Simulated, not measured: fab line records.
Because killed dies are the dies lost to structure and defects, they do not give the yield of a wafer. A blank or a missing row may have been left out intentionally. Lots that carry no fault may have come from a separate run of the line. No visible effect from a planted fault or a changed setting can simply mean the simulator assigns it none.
fab line records ; flow n5Finfet
record: lots: 6; wafers: 18; lastDay: 18
route steps=1938 shown BEOL_M11@1593 BEOL_M12@1602
lots that met no fault: taken from a fault-free run of the same line
startH: hours from the record's opening day to when the first of the lot's shown wafers began ; waitH: how many hours have passed since the lot's step before this one ; " same as the row above ; L1.1+2: several wafers, shown together as one row ; - either no value or no given start ; * or withheld: withheld ; < > ~ a bound
route shown NAME@n: names a module that has steps shown in the file, with the first one's number in the route ; usual: mean/standard deviation of fault-free wafers ; same: alike in all rows ; chamber/n: place in a boat ; sites: per-site readings ; _std_site: their standard deviation ; _edge_site: mean of outer sites minus mean of inner sites ; radiusMm: for every site, how far away it sits from the centre of the wafer ; mask NAME#n: copy n ; behind: the most recent tool/chamber to have shaped the wafer ; hold: reason for holding the lot/hours on hold/outcome of the hold ; device: which transistor (n, p or np) failed to switch ; end of line: tests run on the same wafers once the route is complete ; for a step that has no rows: nothing shown but its recipe ; killed: the dies lost at the first sort to structure and to defects; this is not the yield of the wafer ; map: the dies of a wafer, with x for killed, . for not killed, _ for no die there
set.NAME: setting as actually run; set.NAME@STEP: the setting as run at that earlier step ; model.NAME: the simulator's own value behind a step, which no gauge read
lots seen at some steps along the route; tables by step, rows by wafer
services: from which hour (startH, from the record's first day; less than 0 if before it) a tool's chamber was out of use, for how many hours, and why
== steps ==
step: N5_BEOL_M11_SPUTTER_48
recipe: material: Cu; targetThkA: 120; tempC: -20; biasV: 60; powerW: 26000; chamberPressurePa: 0.13; timeS: 2
step: N5_BEOL_M11_ECD_50
recipe: material: Cu; targetThkA: 3180
step: N5_BEOL_M11_ANNEAL_51
recipe: tempC: 225; timeS: 90; ambient: N2
usual: wafer_temp_C_max: 226.3/0.66
lot.wafer;tool;chamber;startH;waitH;wafer_temp_C_max
L951.1;rtpAnneal-01;0;236.95;0.4;225.5
L951.4;rtpAnneal-01;0;236.95;0.4;225.6
L951.5;rtpAnneal-01;0;236.95;0.4;225.7
L961.1;rtpAnneal-01;0;297.66;0.2;225.9
L961.2;rtpAnneal-01;0;297.66;0.2;225.8
L961.5;rtpAnneal-01;0;297.66;0.2;225.8
L965.2;rtpAnneal-02;0;321.67;0.1;227.1
L965.5;rtpAnneal-02;0;321.67;0.1;227.0
L965.6;rtpAnneal-02;0;321.67;0.1;227.4
L970.1;rtpAnneal-02;0;341.46;0.2;226.8
L970.3;rtpAnneal-02;0;341.46;0.2;226.8
L970.5;rtpAnneal-02;0;341.46;0.2;226.5
L967.2;rtpAnneal-01;0;345.51;0.2;225.9
L967.4;rtpAnneal-01;0;345.51;0.2;225.8
L967.6;rtpAnneal-01;0;345.51;0.2;226.0
L972.2;rtpAnneal-02;0;370.79;0.3;226.4
L972.4;rtpAnneal-02;0;370.79;0.3;227.5
L972.5;rtpAnneal-02;0;370.79;0.3;226.7
step: N5_BEOL_M11_CMP_52
recipe: stopOn: SiCOH_lowk; tOverpolishS: 7; downForcePsi: 1; platenRpm: 50; clearingPlatenDownForcePsi: 1.5; clearingPlatenRpm: 50; postCmpClean: cuAlkaline; targetThkNm: 140; clearingPlatenPadVelocityMS: 0.99484; padVelocityMS: 0.99484
usual: barrierFieldEndpointS: 29.1/0.92; motorCurrentA: 6.2/0.52; overpolishRunS: 6.999/0.0091; timeToEndpointS: 66/4.3
same: tOverpolishS: 7
lot.wafer;tool;chamber;startH;waitH;barrierFieldEndpointS;motorCurrentA;overpolishRunS;timeToEndpointS
L951.4;cmp-04;3;237.32;0.2;29.6;6.2;6.991;69
L951.1;cmp-04;0;237.32;0.2;30.0;5.8;6.994;70
L951.5;cmp-04;1;237.32;0.2;29.3;6.0;6.990;67
L961.2;cmp-04;0;297.96;0.2;29.9;6.0;6.977;73
L961.1;cmp-04;1;297.96;0.2;31.0;5.9;7.004;76
L961.5;cmp-04;1;297.96;0.2;30.5;6.2;6.993;71
L965.2;cmp-04;0;321.92;0.2;29.2;5.9;6.983;66
L965.5;cmp-04;0;321.92;0.2;29.5;5.9;6.993;65
L965.6;cmp-04;1;321.92;0.2;30.1;5.7;6.992;66
L970.3;cmp-01;2;341.76;0.2;27.0;6.2;6.991;60
L970.1;cmp-01;0;341.76;0.2;27.9;6.7;6.991;64
L970.5;cmp-01;3;341.76;0.2;28.7;6.5;7.004;67
L967.2;cmp-01;3;345.80;0.2;28.3;6.1;7.006;60
L967.4;cmp-01;1;345.80;0.2;30.4;5.4;6.999;72
L967.6;cmp-01;3;345.80;0.2;29.1;6.5;6.987;61
L972.4;cmp-03;2;371.06;0.1;28.6;7.2;6.995;64
L972.2;cmp-03;0;371.06;0.1;30.2;6.3;7.014;70
L972.5;cmp-03;3;371.06;0.1;29.7;6.2;7.000;65
step: N5_BEOL_M11_THK_MEAS_53
recipe: thkMeasGauge: xrf; reads: Cu_of_BEOL_M11_ECD_50
usual: M11_THK: 142/3.4
lot.wafer;tool;chamber;startH;waitH;M11_THK[nm]
L951.1;filmMetro-02;-;237.54;-;145
L951.4;filmMetro-02;-;237.54;-;142
L951.5;filmMetro-02;-;237.54;-;141
L961.1;filmMetro-02;-;298.25;-;143
L961.2;filmMetro-02;-;298.25;-;147
L961.5;filmMetro-02;-;298.25;-;139
L965.2;filmMetro-01;-;322.22;-;143
L965.5;filmMetro-01;-;322.22;-;144
L965.6;filmMetro-01;-;322.22;-;140
L970.1;filmMetro-02;-;342.05;-;138
L970.3;filmMetro-02;-;342.05;-;139
L970.5;filmMetro-02;-;342.05;-;137
L967.2;filmMetro-01;-;346.06;-;146
L967.4;filmMetro-01;-;346.06;-;148
L967.6;filmMetro-01;-;346.06;-;146
L972.2;filmMetro-01;-;371.36;-;144
L972.4;filmMetro-01;-;371.36;-;143
L972.5;filmMetro-01;-;371.36;-;142
step: N5_BEOL_M11_PRE_CLEAN_55
recipe: gas: NH3; timeS: 15; tempC: withheld; rfPowerW: 300
step: N5_BEOL_M11_DEP_56
recipe: material: SiCN; targetThkA: 300; tempC: withheld; precursor: 3MS/NH3; pressureTorr: 3; rfW: 675; timeS: 10.5
usual: showerheadPlenumPTorr: 4.155/0.018; throttleValvePct: 18.3/0.92
lot.wafer;tool;chamber;startH;waitH;showerheadPlenumPTorr;throttleValvePct
L951.1;pecvd-03;0;237.60;0.0;4.133;18.0
L951.4;pecvd-03;1;237.60;0.0;4.130;18.2
L951.5;pecvd-03;0;237.60;0.0;4.136;17.9
L961.1;pecvd-02;1;298.31;0.0;4.183;18.8
L961.2;pecvd-02;0;298.31;0.0;4.146;19.3
L961.5;pecvd-02;0;298.31;0.0;4.149;19.3
L965.2;pecvd-04;1;322.28;0.0;4.131;18.5
L965.5;pecvd-04;0;322.28;0.0;4.166;19.3
L965.6;pecvd-04;1;322.28;0.0;4.140;18.1
L970.1;pecvd-02;0;342.11;0.0;4.156;19.4
L970.3;pecvd-02;1;342.11;0.0;4.189;18.5
L970.5;pecvd-02;2;342.11;0.0;4.158;17.3
L967.2;pecvd-02;1;346.12;0.0;4.171;18.8
L967.4;pecvd-02;1;346.12;0.0;4.180;18.8
L967.6;pecvd-02;0;346.12;0.0;4.134;19.7
L972.2;pecvd-04;1;371.43;0.0;4.132;18.3
L972.4;pecvd-04;0;371.43;0.0;4.169;19.5
L972.5;pecvd-04;1;371.43;0.0;4.121;18.4
step: N5_BEOL_M11_RS_MEAS_57
recipe: thkMeasGauge: four-point-probe; reads: Cu_of_BEOL_M11_ECD_50+Co_of_BEOL_M11_CVD_75+TaN_of_BEOL_M11_ALD_74
usual: M11_RS: 0.151/0.0039
lot.wafer;tool;chamber;startH;waitH;M11_RS[ohm/sq]
L951.1;filmMetro-01;-;237.66;0.0;0.148
L951.4;filmMetro-01;-;237.66;0.0;0.151
L951.5;filmMetro-01;-;237.66;0.0;0.154
L961.1;filmMetro-02;-;298.38;0.0;0.151
L961.2;filmMetro-02;-;298.38;0.0;0.146
L961.5;filmMetro-02;-;298.38;0.0;0.154
L965.2;filmMetro-02;-;322.34;0.0;0.149
L965.5;filmMetro-02;-;322.34;0.0;0.148
L965.6;filmMetro-02;-;322.34;0.0;0.152
L970.1;filmMetro-02;-;342.18;0.0;0.155
L970.3;filmMetro-02;-;342.18;0.0;0.155
L970.5;filmMetro-02;-;342.18;0.0;0.157
L967.2;filmMetro-01;-;346.19;0.0;0.147
L967.4;filmMetro-01;-;346.19;0.0;0.146
L967.6;filmMetro-01;-;346.19;0.0;0.148
L972.2;filmMetro-01;-;371.51;0.1;0.148
L972.4;filmMetro-01;-;371.51;0.1;0.148
L972.5;filmMetro-01;-;371.51;0.1;0.150
step: N5_BEOL_M11_INSPECT_58
recipe: inspectInstrument: darkfield; mode: postDep
usual: rawDefectCount: 73/24
lot.wafer;tool;chamber;startH;waitH;rawDefectCount
L951.1;defectInspect-02;-;237.69;0.0;59
L951.4;defectInspect-02;-;237.69;0.0;59
L951.5;defectInspect-02;-;237.69;0.0;55
L961.1;defectInspect-01;-;298.40;0.0;77
L961.2;defectInspect-01;-;298.40;0.0;99
L961.5;defectInspect-01;-;298.40;0.0;62
L965.2;defectInspect-01;-;322.37;0.0;39
L965.5;defectInspect-01;-;322.37;0.0;59
L965.6;defectInspect-01;-;322.37;0.0;66
L970.1;defectInspect-01;-;342.20;0.0;44
L970.3;defectInspect-01;-;342.20;0.0;43
L970.5;defectInspect-01;-;342.20;0.0;44
L967.2;defectInspect-01;-;346.21;0.0;58
L967.4;defectInspect-01;-;346.21;0.0;58
L967.6;defectInspect-01;-;346.21;0.0;54
L972.2;defectInspect-01;-;371.53;0.0;41
L972.4;defectInspect-01;-;371.53;0.0;54
L972.5;defectInspect-01;-;371.53;0.0;49
step: N5_BEOL_M12_ILD_DEP_00
recipe: material: SiOC; targetThkA: 6589.2; tempC: 350; precursor: DEMS/O2; pressureTorr: 5; rfW: 500; timeS: 130.7
step: N5_BEOL_M12_THK_MEAS_01
recipe: reads: SiOC_of_BEOL_M12_ILD_DEP_00
usual: M12_ILD_THK: 660/9.1
lot.wafer;tool;chamber;startH;waitH;M12_ILD_THK[nm]
L951.1;filmMetro-02;-;237.91;0.1;666
L951.4;filmMetro-02;-;237.91;0.1;673
L951.5;filmMetro-02;-;237.91;0.1;671
L961.1;filmMetro-02;-;298.57;0.1;656
L961.2;filmMetro-02;-;298.57;0.1;661
L961.5;filmMetro-02;-;298.57;0.1;674
L965.2;filmMetro-02;-;322.53;0.1;651
L965.5;filmMetro-02;-;322.53;0.1;662
L965.6;filmMetro-02;-;322.53;0.1;667
L970.1;filmMetro-02;-;342.37;0.1;659
L970.3;filmMetro-02;-;342.37;0.1;659
L970.5;filmMetro-02;-;342.37;0.1;674
L967.2;filmMetro-01;-;346.38;0.1;663
L967.4;filmMetro-01;-;346.38;0.1;665
L967.6;filmMetro-01;-;346.38;0.1;668
L972.2;filmMetro-01;-;371.70;0.1;654
L972.4;filmMetro-01;-;371.70;0.1;655
L972.5;filmMetro-01;-;371.70;0.1;659
step: N5_BEOL_M12_COAT_58
recipe: resist: BARC; tempC: 205; timeS: 60; spinRpm: 1500; resistThkNm: 89
step: N5_BEOL_M12_COAT_04
recipe: spinRpm: 1625; resistThkNm: 400
usual: spinSpeedRpm: 1625.0/0.92
lot.wafer;tool;chamber;startH;waitH;spinSpeedRpm;model.coat_of_BEOL_M12_COAT_04.thkNm
L951.1;lithoTrack-05;0;237.94;-;1626.4;399.2
L951.4;lithoTrack-05;0;237.94;-;1625.7;397.6
L951.5;lithoTrack-05;0;237.94;-;1626.9;400.6
L961.1;lithoTrack-02;0;298.61;-;1627.0;403.2
L961.2;lithoTrack-02;0;298.61;-;1625.4;403.2
L961.5;lithoTrack-02;0;298.61;-;1625.3;401.8
L965.2;lithoTrack-03;0;322.57;-;1624.4;401.6
L965.5;lithoTrack-03;0;322.57;-;1624.4;400.8
L965.6;lithoTrack-03;0;322.57;-;1624.0;400.4
L970.1;lithoTrack-02;0;342.40;-;1498.6;417.2
L970.3;lithoTrack-02;0;342.40;-;1498.5;417
L970.5;lithoTrack-02;0;342.40;-;1499.0;415.4
L967.2;lithoTrack-02;0;346.42;-;1497.7;416.2
L967.4;lithoTrack-02;0;346.42;-;1498.2;417.4
L967.6;lithoTrack-02;0;346.42;-;1498.8;417
L972.2;lithoTrack-03;0;371.74;-;1626.9;400.4
L972.4;lithoTrack-03;0;371.74;-;1626.9;401.8
L972.5;lithoTrack-03;0;371.74;-;1624.9;400.6
step: N5_BEOL_M12_EBR_06
recipe: solvent: PGMEA; ebrWidthMm: 1.5
step: N5_BEOL_M12_SOFTBAKE_05
recipe: tempC: 130; timeS: 60
step: N5_BEOL_M12_EXPOSE_07
recipe: maskId: V11; na: 0.93; sourceShape: conventional; sigmaOuter: 0.6; polarization: unpolarized; attpsmPhaseDeg: 180; doseMj: 32.5
step: N5_BEOL_M12_PEB_08
recipe: pebTempC: 130; pebTimeS: 90
step: N5_BEOL_M12_DEVELOP_09
recipe: developTimeS: 45; rinseLiquid: diw; dry: airSpin; devTempC: 21
step: N5_BEOL_M12_HARDBAKE_14
recipe: tempC: 130; timeS: 120
step: N5_BEOL_M12_CD_MEAS_10
recipe: targetCdNm: 140; landingEnergyEv: 500; detector: seInlens; polarity: opening
usual: cdNm: 140.1/1.7
lot.wafer;tool;chamber;startH;waitH;cdNm
L951.1;cdSem-03;0;238.33;-;141.4
L951.4;cdSem-03;0;238.33;-;138.8
L951.5;cdSem-03;0;238.33;-;137.4
L961.1;cdSem-02;0;299.00;-;141.0
L961.2;cdSem-02;0;299.00;-;140.7
L961.5;cdSem-02;0;299.00;-;141.0
L965.2;cdSem-02;0;322.96;-;137.4
L965.5;cdSem-02;0;322.96;-;141.4
L965.6;cdSem-02;0;322.96;-;139.5
L970.1;cdSem-02;0;342.80;-;141.4
L970.3;cdSem-02;0;342.80;-;138.6
L970.5;cdSem-02;0;342.80;-;139.1
L967.2;cdSem-01;0;346.69;-;141.4
L967.4;cdSem-01;0;346.69;-;140.0
L967.6;cdSem-01;0;346.69;-;141.4
L972.2;cdSem-01;0;372.01;-;139.4
L972.4;cdSem-01;0;372.01;-;140.0
L972.5;cdSem-01;0;372.01;-;141.2
step: N5_BEOL_M12_OVL_MEAS_11
recipe: pointsPerWafer: 44
usual: V11_OVL: 1/5.2
lot.wafer;tool;chamber;startH;waitH;V11_OVL[nm]
L951.1;overlay-01;0;238.36;0.0;1
L951.4;overlay-01;0;238.36;0.0;-9
L951.5;overlay-01;0;238.36;0.0;0
L961.1;overlay-02;0;299.03;0.0;-7
L961.2;overlay-02;0;299.03;0.0;7
L961.5;overlay-02;0;299.03;0.0;-5
L965.2;overlay-01;0;322.99;0.0;4
L965.5;overlay-01;0;322.99;0.0;4
L965.6;overlay-01;0;322.99;0.0;8
L970.1;overlay-02;0;342.83;0.0;-2
L970.3;overlay-02;0;342.83;0.0;1
L970.5;overlay-02;0;342.83;0.0;4
L967.2;overlay-01;0;346.72;0.0;-3
L967.4;overlay-01;0;346.72;0.0;-6
L967.6;overlay-01;0;346.72;0.0;1
L972.2;overlay-02;0;372.04;0.0;4
L972.4;overlay-02;0;372.04;0.0;10
L972.5;overlay-02;0;372.04;0.0;-1
step: N5_BEOL_M12_INSPECT_12
recipe: mode: adi; inspectInstrument: macro
usual: rawDefectCount: 1.9/1.4
lot.wafer;tool;chamber;startH;waitH;rawDefectCount
L951.1;defectInspect-01;-;238.39;0.0;2
L951.4;defectInspect-01;-;238.39;0.0;2
L951.5;defectInspect-01;-;238.39;0.0;2
L961.1;defectInspect-02;-;299.05;0.0;2
L961.2;defectInspect-02;-;299.05;0.0;4
L961.5;defectInspect-02;-;299.05;0.0;2
L965.2;defectInspect-01;-;323.02;0.0;1
L965.5;defectInspect-01;-;323.02;0.0;0
L965.6;defectInspect-01;-;323.02;0.0;2
L970.1;defectInspect-01;-;342.85;0.0;1
L970.3;defectInspect-01;-;342.85;0.0;1
L970.5;defectInspect-01;-;342.85;0.0;5
L967.2;defectInspect-01;-;346.74;0.0;3
L967.4;defectInspect-01;-;346.74;0.0;3
L967.6;defectInspect-01;-;346.74;0.0;3
L972.2;defectInspect-02;-;372.06;0.0;1
L972.4;defectInspect-02;-;372.06;0.0;1
L972.5;defectInspect-02;-;372.06;0.0;1
step: N5_BEOL_M12_DESCUM_15
recipe: chemistry: O2; timeS: 7.9; sourcePowerW: 50; biasPowerW: 20; pressureMtorr: 20; rfFrequencyHz: 2.712e+07; tempC: 40; o2FlowSccm: 225
usual: drypumpMotorCurrentA: 5.7/0.41; oesProductAu: 0.82/0.081; rfVppV: 243.3/1.3; showerheadPlenumPTorr: 2.09/0.073; throttleValvePct: 20.28/0.18
lot.wafer;tool;chamber;startH;waitH;drypumpMotorCurrentA;oesProductAu;rfHoursCounterH;rfVppV;showerheadPlenumPTorr;throttleValvePct
L951.1;rieDiel-05;0;238.42;0.0;5.8;0.87;48;243.4;2.03;20.27
L951.4;rieDiel-05;3;238.42;0.0;5.2;0.85;56;245.2;2.21;20.28
L951.5;rieDiel-05;2;238.42;0.0;6.5;1.00;-;245.1;2.14;20.38
L961.1;rieDiel-05;1;299.37;0.3;5.7;0.80;87;242.0;2.02;20.50
L961.2;rieDiel-05;0;299.37;0.3;5.8;0.84;69;242.5;2.02;20.31
L961.5;rieDiel-05;3;299.37;0.3;5.2;0.83;-;244.1;2.20;20.30
L965.2;rieDiel-02;1;323.05;0.0;5.3;0.80;101;243.5;2.11;20.32
L965.5;rieDiel-02;3;323.05;0.0;5.7;0.84;-;245.2;2.12;20.08
L965.6;rieDiel-02;0;323.05;0.0;5.8;0.68;-;240.4;1.97;20.42
L970.1;rieDiel-02;2;343.09;0.2;6.2;0.75;132;243.8;2.19;20.32
L970.3;rieDiel-02;0;343.09;0.2;5.8;0.68;246;241.6;1.97;20.44
L970.5;rieDiel-02;2;343.09;0.2;6.2;0.75;-;246.1;2.19;20.31
L967.2;rieDiel-02;0;347.03;0.3;5.8;0.67;247;241.5;1.97;20.45
L967.4;rieDiel-02;3;347.03;0.3;5.7;0.81;73;244.1;2.11;20.10
L967.6;rieDiel-02;3;347.03;0.3;5.7;0.82;-;243.7;2.11;20.09
L972.2;rieDiel-05;0;372.16;0.1;5.7;0.82;93;241.0;2.02;20.36
L972.4;rieDiel-05;3;372.16;0.1;5.2;0.81;-;244.2;2.19;20.34
L972.5;rieDiel-05;1;372.16;0.1;5.7;0.78;-;241.2;2.02;20.53
step: N5_BEOL_M12_ETCH_59
recipe: chemistry: N2/H2; target: BARC; targetDepthA: 890; overetchA: 267; timeS: 67.9; ionEnergyEv: 200; pressureMtorr: 30; sourceW: 840; biasW: 150; n2FlowSccm: 200; h2FlowSccm: 200
usual: drypumpMotorCurrentA: 5.7/0.41; oesProductAu: 0.70/0.062; rfVppV: 524.1/2.4; showerheadPlenumPTorr: 2.55/0.088; throttleValvePct: 17.75/0.2
lot.wafer;tool;chamber;startH;waitH;drypumpMotorCurrentA;oesProductAu;rfHoursCounterH;rfVppV;showerheadPlenumPTorr;throttleValvePct
L951.1;rieDiel-05;0;238.46;0.0;5.8;0.74;48;522.2;2.48;17.83
L951.4;rieDiel-05;3;238.46;0.0;5.2;0.74;56;527.1;2.71;17.80
L951.5;rieDiel-05;2;238.46;0.0;6.6;0.85;-;526.5;2.63;17.93
L961.1;rieDiel-05;1;299.40;0.0;5.6;0.69;87;523.0;2.46;17.95
L961.2;rieDiel-05;0;299.40;0.0;5.8;0.71;69;521.4;2.47;17.87
L961.5;rieDiel-05;3;299.40;0.0;5.2;0.71;-;526.5;2.70;17.84
L965.2;rieDiel-02;1;323.09;0.0;5.2;0.69;101;523.9;2.57;17.87
L965.5;rieDiel-02;3;323.09;0.0;5.7;0.70;-;524.3;2.58;17.59
L965.6;rieDiel-02;0;323.09;0.0;5.8;0.60;-;519.2;2.39;17.90
L970.1;rieDiel-02;2;343.13;0.0;6.2;0.66;132;528.7;2.64;17.66
L970.3;rieDiel-02;0;343.13;0.0;5.8;0.59;246;520.6;2.39;17.92
L970.5;rieDiel-02;2;343.13;0.0;6.2;0.65;-;526.9;2.64;17.65
L967.2;rieDiel-02;0;347.07;0.0;5.8;0.59;247;520.1;2.39;17.92
L967.4;rieDiel-02;3;347.07;0.0;5.7;0.69;73;525.4;2.57;17.61
L967.6;rieDiel-02;3;347.07;0.0;5.7;0.70;-;524.5;2.57;17.62
L972.2;rieDiel-05;0;372.20;0.0;5.8;0.70;93;522.5;2.46;17.92
L972.4;rieDiel-05;3;372.20;0.0;5.2;0.69;-;527.2;2.69;17.88
L972.5;rieDiel-05;1;372.20;0.0;5.7;0.66;-;521.1;2.45;18.02
step: N5_BEOL_M12_VIA_ETCH_16
recipe: chemistry: C4F8/O2/Ar; target: SiOC; pressureMtorr: 30; sourceW: 3000; biasW: 700; Ar_flow_sccm: 400; C4F8_flow_sccm: 15; O2_flow_sccm: 8; heInnerTorr: 15; heOuterTorr: 30; targetDepthA: 7248; timeS: withheld; ionEnergyEv: 250; ends: cleared
usual: drypumpMotorCurrentA: 5.7/0.41; oesProductAu: 0.74/0.07; rfVppV: 666/3.1; showerheadPlenumPTorr: 3.41/0.11; throttleValvePct: 24.03/0.17
lot.wafer;tool;chamber;startH;waitH;drypumpMotorCurrentA;oesProductAu;rfVppV;showerheadPlenumPTorr;throttleValvePct;model.coat_of_BEOL_M12_COAT_04.thkNm
L951.1;rieDiel-05;0;238.51;0.0;5.8;0.79;662;3.32;24.02;119.4
L951.4;rieDiel-05;3;238.51;0.0;5.2;0.76;669;3.61;24.15;116.2
L951.5;rieDiel-05;2;238.51;0.0;6.6;0.90;668;3.51;24.25;119.2
L961.1;rieDiel-05;1;299.45;0.0;5.7;0.73;662;3.30;24.20;126.2
L961.2;rieDiel-05;0;299.45;0.0;5.8;0.76;663;3.31;24.04;124.8
L961.5;rieDiel-05;3;299.45;0.0;5.2;0.75;669;3.60;24.19;120.6
L965.2;rieDiel-02;1;323.14;0.0;5.2;0.73;665;3.43;24.05;127.6
L965.5;rieDiel-02;3;323.14;0.0;5.7;0.75;668;3.46;23.86;124
L965.6;rieDiel-02;0;323.14;0.0;5.8;0.62;662;3.24;24.18;123
L970.1;rieDiel-02;2;343.18;0.0;6.2;0.68;669;3.53;23.92;141.6
L970.3;rieDiel-02;0;343.18;0.0;5.8;0.62;660;3.23;24.17;142.8
L970.5;rieDiel-02;2;343.18;0.0;6.2;0.68;668;3.53;23.93;135.6
L967.2;rieDiel-02;0;347.12;0.0;5.8;0.61;659;3.23;24.17;139.4
L967.4;rieDiel-02;3;347.12;0.0;5.7;0.74;666;3.45;23.88;139.8
L967.6;rieDiel-02;3;347.12;0.0;5.7;0.74;666;3.45;23.89;138.8
L972.2;rieDiel-05;0;372.25;0.0;5.8;0.73;663;3.30;24.08;125
L972.4;rieDiel-05;3;372.25;0.0;5.2;0.73;671;3.59;24.21;126
L972.5;rieDiel-05;1;372.25;0.0;5.6;0.70;660;3.29;24.24;123
step: N5_BEOL_M12_STRIP_63
recipe: chemistry: N2/H2; powerW: 1000; tempC: 250; h2Frac: 0.65; overashFraction: 0.3; pressureMtorr: 1000; n2FlowSccm: 1750; h2FlowSccm: 3250
usual: drypumpMotorCurrentA: 5.8/0.54; heaterPowerW: 368/44; oesProductAu: 0.693/0.005; stripTimeToEndpointS: 42.5/0.83
lot.wafer;tool;chamber;startH;waitH;drypumpMotorCurrentA;heaterPowerW;oesProductAu;rfHoursCounterH;stripTimeToEndpointS
L951.1;plasmaAsher-01;1;238.71;-;4.9;303;0.695;127;41.5
L951.4;plasmaAsher-01;0;238.71;-;6.2;336;0.699;-;40.6
L951.5;plasmaAsher-01;1;238.71;-;4.9;306;0.694;-;41.5
L961.1;plasmaAsher-01;1;299.65;-;5.0;312;0.684;138;43.4
L961.2;plasmaAsher-01;0;299.65;-;6.2;334;0.693;138;42.9
L961.5;plasmaAsher-01;1;299.65;-;5.0;316;0.688;-;41.9
L965.2;plasmaAsher-02;1;323.34;-;6.3;419;0.703;83;43.7
L965.5;plasmaAsher-02;1;323.34;-;6.3;425;0.690;-;42.7
L965.6;plasmaAsher-02;0;323.34;-;5.7;395;0.704;-;42.5
L970.1;plasmaAsher-01;0;343.38;-;6.2;346;0.698;148;47.5
L970.3;plasmaAsher-01;0;343.38;-;6.2;342;0.701;-;47.8
L970.5;plasmaAsher-01;1;343.38;-;5.0;309;0.694;-;45.8
L967.2;plasmaAsher-02;0;347.32;-;5.7;397;0.703;87;46.9
L967.4;plasmaAsher-02;0;347.32;-;5.7;375;0.707;-;47.0
L967.6;plasmaAsher-02;1;347.32;-;6.4;417;0.699;-;46.7
L972.2;plasmaAsher-01;1;372.49;-;5.0;306;0.691;153;43.0
L972.4;plasmaAsher-01;0;372.49;-;6.2;340;0.686;-;43.3
L972.5;plasmaAsher-01;1;372.49;-;4.9;309;0.689;-;42.5
step: N5_BEOL_M12_STRIP_64
recipe: chemistry: N2/H2; powerW: 1000; tempC: 250; h2Frac: 0.65; overashFraction: 0.3; pressureMtorr: withheld; n2FlowSccm: 1750; h2FlowSccm: 3250
== services ==
tool;chamber;startH;hours;kind
pecvd-02;-;216.91;14.6;pm
cmp-03;-;218.16;5.0;pm
cmp-03;-;229.65;4.0;pm
pecvd-02;2;233.53;18.2;repair
pecvd-04;2;233.59;5.8;repair
cmp-01;-;239.72;3.3;repair
plasmaAsher-02;-;240.80;0.9;repair
plasmaAsher-01;-;245.98;1.4;repair
cmp-04;-;251.10;1.2;repair
cmp-04;-;254.99;2.5;repair
cmp-01;-;258.12;0.5;repair
pecvd-04;-;265.39;0.2;repair
plasmaAsher-01;-;279.24;0.7;repair
pecvd-04;-;284.97;2.8;pm
pecvd-02;0;302.60;6.9;repair
cmp-03;-;310.97;5.6;repair
rieDiel-05;-;312.36;2.8;pm
cmp-01;-;313.93;3.7;pm
cmp-04;-;317.84;4.0;pm
pecvd-02;-;336.80;1.3;repair
rieDiel-02;-;344.64;0.3;repair
rieDiel-05;3;351.58;8.8;repair
rieDiel-05;2;364.74;10.6;repair
pecvd-02;-;367.45;6.0;pm
== key ==
firstSign: step: N5_BEOL_M12_COAT_04; reading: spinSpeedRpm; direction: down; sigmas: 99+; usual: *; struck: *
effect: step: N5_BEOL_M12_STRIP_63; reading: stripTimeToEndpointS; direction: up; sigmas: 5.3; usual: *; struck: *
modelEffect: step: N5_BEOL_M12_COAT_04; value: coat_of_BEOL_M12_COAT_04.thkNm; without: 400.2; struck: 416.7
modelEffect: step: N5_BEOL_M12_VIA_ETCH_16; value: coat_of_BEOL_M12_COAT_04.thkNm; without: 123.2; struck: 139.7
metAt N5_BEOL_M12_COAT_04
struckWafers L967.2,L967.4,L967.6,L970.1,L970.3,L970.5
onsetBetween 298.61 342.40
fault: kind: processParameterDrift; tool: lithoTrack-02; chamber: -; onsetH: 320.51; steps: N5_BEOL_M12_COAT_04; channel: spinRpm; offset: *; shape: step; endH: 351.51; actsIn: *; stated: *
